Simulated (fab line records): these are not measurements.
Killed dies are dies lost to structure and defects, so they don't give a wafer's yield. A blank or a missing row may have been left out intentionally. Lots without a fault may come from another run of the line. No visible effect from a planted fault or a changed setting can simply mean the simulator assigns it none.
Split-lot experiment || flow n5Finfet || route with 1938 steps; 7 lots, 39 wafers read

== ON THE SPLIT ==
At N5_DUMMY_GATE_ETCH_31 (etches SiO2 in C4F6/O2, target depth 82.5 nm, time 27.5 s), the setting targetDepthA was moved away from the recipe's 825 angstrom on 12 of the 39 wafers read, by -9.5% to +8.0%. For the rest of the wafers, this setting stayed at what the recipe calls for.

The reading is taken at the split's own step.

== THE READING ==
etch.depthNm (the simulator's own value, which no gauge read), in nm, at N5_DUMMY_GATE_ETCH_31 (etches SiO2 in C4F6/O2, target depth 82.5 nm, time 27.5 s). The file gives no usual value for it. The 27 wafers here that ran the recipe average 81.92 nm, standard deviation 1.7 nm.

{"wafer": "L077.1", "tool, chamber at the split": "rieDiel-03, 0", "targetDepthA as run, angstrom": 891.3, "against the recipe": "+8.0%", "etch.depthNm, nm": 89.78, "against lot-mates on the recipe": "+7.21"}
{"wafer": "L077.2", "tool, chamber at the split": "rieDiel-03, 3", "targetDepthA as run, angstrom": 891.3, "against the recipe": "+8.0%", "etch.depthNm, nm": 88.55, "against lot-mates on the recipe": "+5.98"}
{"wafer": "L077.3", "tool, chamber at the split": "rieDiel-03, 2", "targetDepthA as run, angstrom": 891.3, "against the recipe": "+8.0%", "etch.depthNm, nm": 88.32, "against lot-mates on the recipe": "+5.75"}
{"wafer": "L077.4", "tool, chamber at the split": "rieDiel-03, 1", "targetDepthA as run, angstrom": 825, "against the recipe": "recipe", "etch.depthNm, nm": 83.06, "against lot-mates on the recipe": "-"}
{"wafer": "L077.5", "tool, chamber at the split": "rieDiel-03, 0", "targetDepthA as run, angstrom": 825, "against the recipe": "recipe", "etch.depthNm, nm": 82.77, "against lot-mates on the recipe": "-"}
{"wafer": "L077.6", "tool, chamber at the split": "rieDiel-03, 3", "targetDepthA as run, angstrom": 825, "against the recipe": "recipe", "etch.depthNm, nm": 81.88, "against lot-mates on the recipe": "-"}
{"wafer": "L083.1", "tool, chamber at the split": "rieDiel-02, 2", "targetDepthA as run, angstrom": 748.8, "against the recipe": "-9.2%", "etch.depthNm, nm": 75.78, "against lot-mates on the recipe": -6.16}
{"wafer": "L083.2", "tool, chamber at the split": "rieDiel-02, 1", "targetDepthA as run, angstrom": 825, "against the recipe": "recipe", "etch.depthNm, nm": 79.04, "against lot-mates on the recipe": "-"}
{"wafer": "L083.3", "tool, chamber at the split": "rieDiel-02, 0", "targetDepthA as run, angstrom": 748.8, "against the recipe": "-9.2%", "etch.depthNm, nm": 74.21, "against lot-mates on the recipe": -7.73}
{"wafer": "L083.4", "tool, chamber at the split": "rieDiel-02, 3", "targetDepthA as run, angstrom": 825, "against the recipe": "recipe", "etch.depthNm, nm": 85.29, "against lot-mates on the recipe": "-"}
{"wafer": "L083.5", "tool, chamber at the split": "rieDiel-02, 0", "targetDepthA as run, angstrom": 825, "against the recipe": "recipe", "etch.depthNm, nm": 81.5, "against lot-mates on the recipe": "-"}
{"wafer": "L083.6", "tool, chamber at the split": "rieDiel-02, 3", "targetDepthA as run, angstrom": 748.8, "against the recipe": "-9.2%", "etch.depthNm, nm": 75.86, "against lot-mates on the recipe": -6.08}
{"wafer": "L085.1", "tool, chamber at the split": "rieDiel-03, 3", "targetDepthA as run, angstrom": 825, "against the recipe": "recipe", "etch.depthNm, nm": 80.92, "against lot-mates on the recipe": "-"}
{"wafer": "L085.2", "tool, chamber at the split": "rieDiel-03, 0", "targetDepthA as run, angstrom": 825, "against the recipe": "recipe", "etch.depthNm, nm": 83.47, "against lot-mates on the recipe": "-"}
{"wafer": "L085.3", "tool, chamber at the split": "rieDiel-03, 1", "targetDepthA as run, angstrom": 825, "against the recipe": "recipe", "etch.depthNm, nm": 83.92, "against lot-mates on the recipe": "-"}
{"wafer": "L085.4", "tool, chamber at the split": "rieDiel-03, 2", "targetDepthA as run, angstrom": 825, "against the recipe": "recipe", "etch.depthNm, nm": 82.75, "against lot-mates on the recipe": "-"}
{"wafer": "L085.5", "tool, chamber at the split": "rieDiel-03, 3", "targetDepthA as run, angstrom": 825, "against the recipe": "recipe", "etch.depthNm, nm": 81.38, "against lot-mates on the recipe": "-"}
{"wafer": "L085.6", "tool, chamber at the split": "rieDiel-03, 0", "targetDepthA as run, angstrom": 825, "against the recipe": "recipe", "etch.depthNm, nm": 83.12, "against lot-mates on the recipe": "-"}
{"wafer": "L089.1", "tool, chamber at the split": "rieDiel-02, 0", "targetDepthA as run, angstrom": 825, "against the recipe": "recipe", "etch.depthNm, nm": 80.99, "against lot-mates on the recipe": "-"}
{"wafer": "L089.2", "tool, chamber at the split": "rieDiel-02, 1", "targetDepthA as run, angstrom": 881.7, "against the recipe": "+6.9%", "etch.depthNm, nm": 85.31, "against lot-mates on the recipe": "+2.66"}
{"wafer": "L089.3", "tool, chamber at the split": "rieDiel-02, 3", "targetDepthA as run, angstrom": 825, "against the recipe": "recipe", "etch.depthNm, nm": 83.72, "against lot-mates on the recipe": "-"}
{"wafer": "L089.4", "tool, chamber at the split": "rieDiel-02, 2", "targetDepthA as run, angstrom": 881.7, "against the recipe": "+6.9%", "etch.depthNm, nm": 88.79, "against lot-mates on the recipe": "+6.14"}
{"wafer": "L089.5", "tool, chamber at the split": "rieDiel-02, 2", "targetDepthA as run, angstrom": 825, "against the recipe": "recipe", "etch.depthNm, nm": 83.23, "against lot-mates on the recipe": "-"}
{"wafer": "L089.6", "tool, chamber at the split": "rieDiel-02, 3", "targetDepthA as run, angstrom": 881.7, "against the recipe": "+6.9%", "etch.depthNm, nm": 89.86, "against lot-mates on the recipe": "+7.21"}
{"wafer": "L091.1", "tool, chamber at the split": "rieDiel-04, 2", "targetDepthA as run, angstrom": 825, "against the recipe": "recipe", "etch.depthNm, nm": 81.87, "against lot-mates on the recipe": "-"}
{"wafer": "L091.2", "tool, chamber at the split": "rieDiel-04, 1", "targetDepthA as run, angstrom": 746.4, "against the recipe": "-9.5%", "etch.depthNm, nm": 73.12, "against lot-mates on the recipe": -7.66}
{"wafer": "L091.3", "tool, chamber at the split": "rieDiel-04, 0", "targetDepthA as run, angstrom": 746.4, "against the recipe": "-9.5%", "etch.depthNm, nm": 72.41, "against lot-mates on the recipe": -8.37}
{"wafer": "L091.4", "tool, chamber at the split": "rieDiel-04, 3", "targetDepthA as run, angstrom": 746.4, "against the recipe": "-9.5%", "etch.depthNm, nm": 73.27, "against lot-mates on the recipe": -7.51}
{"wafer": "L091.5", "tool, chamber at the split": "rieDiel-04, 0", "targetDepthA as run, angstrom": 825, "against the recipe": "recipe", "etch.depthNm, nm": 80.1, "against lot-mates on the recipe": "-"}
{"wafer": "L091.6", "tool, chamber at the split": "rieDiel-04, 1", "targetDepthA as run, angstrom": 825, "against the recipe": "recipe", "etch.depthNm, nm": 80.38, "against lot-mates on the recipe": "-"}
{"wafer": "L093.1", "tool, chamber at the split": "rieDiel-02, 1", "targetDepthA as run, angstrom": 825, "against the recipe": "recipe", "etch.depthNm, nm": 79.3, "against lot-mates on the recipe": "-"}
{"wafer": "L093.2", "tool, chamber at the split": "rieDiel-02, 0", "targetDepthA as run, angstrom": 825, "against the recipe": "recipe", "etch.depthNm, nm": 80.82, "against lot-mates on the recipe": "-"}
{"wafer": "L093.3", "tool, chamber at the split": "rieDiel-02, 3", "targetDepthA as run, angstrom": 825, "against the recipe": "recipe", "etch.depthNm, nm": 84.23, "against lot-mates on the recipe": "-"}
{"wafer": "L093.4", "tool, chamber at the split": "rieDiel-02, 2", "targetDepthA as run, angstrom": 825, "against the recipe": "recipe", "etch.depthNm, nm": 82.41, "against lot-mates on the recipe": "-"}
{"wafer": "L093.5", "tool, chamber at the split": "rieDiel-02, 0", "targetDepthA as run, angstrom": 825, "against the recipe": "recipe", "etch.depthNm, nm": 80.55, "against lot-mates on the recipe": "-"}
{"wafer": "L093.6", "tool, chamber at the split": "rieDiel-02, 3", "targetDepthA as run, angstrom": 825, "against the recipe": "recipe", "etch.depthNm, nm": 84.11, "against lot-mates on the recipe": "-"}
{"wafer": "L096.1", "tool, chamber at the split": "rieDiel-02, 1", "targetDepthA as run, angstrom": 825, "against the recipe": "recipe", "etch.depthNm, nm": 79.46, "against lot-mates on the recipe": "-"}
{"wafer": "L096.5", "tool, chamber at the split": "rieDiel-02, 2", "targetDepthA as run, angstrom": 825, "against the recipe": "recipe", "etch.depthNm, nm": 81.86, "against lot-mates on the recipe": "-"}
{"wafer": "L096.6", "tool, chamber at the split": "rieDiel-02, 1", "targetDepthA as run, angstrom": 825, "against the recipe": "recipe", "etch.depthNm, nm": 79.59, "against lot-mates on the recipe": "-"}

THE FIT
A straight line over all 39 wafers: etch.depthNm changes by +0.85 nm for each +1% of targetDepthA; r = +0.93; the points scatter about the line by 1.6 nm.
The same after taking each lot's own level away (the mean of its wafers on the recipe; 39 wafers): +0.777 nm for each +1%; r = +0.94; scatter 1.4 nm.
That fit puts the effect of the largest move of targetDepthA on the reading at 7.4 nm.
Across the lots, their own levels run from 80.303 to 82.647 nm, a range of 1.4 times the standard deviation given above.
Consequently the slope shifts little with the lot-to-lot level, the two slopes agreeing.
Check: for one of the wafers moved furthest among these (-9.5%), held out of the fit, the line's prediction against its lot-mates is -7.36 nm. Against them it came out at -7.66 nm.

== THE OTHER SPLITS THESE WAFERS WENT THROUGH ==
Other splits were also applied to these wafers ahead of the reading. Each is held against what the fit with the lots' levels taken away leaves over:
{"other split on the same wafers": "N5_WELL_APT_EXPOSE_22 doseMj", "wafers away from the commonest value": 15, "r with etch.depthNm (lot level and that fit taken away)": "+0.13"}
{"other split on the same wafers": "N5_FIN_CUT_EXPOSE_05 doseMj", "wafers away from the commonest value": 9, "r with etch.depthNm (lot level and that fit taken away)": -0.01}
{"other split on the same wafers": "N5_DUMMY_GATE_EXPOSE_12 doseMj", "wafers away from the commonest value": 18, "r with etch.depthNm (lot level and that fit taken away)": "+0.07"}

== THE FILE'S OWN FIT ==
etch.depthNm changes by +0.777 nm for each +1% of targetDepthA, r = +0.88.
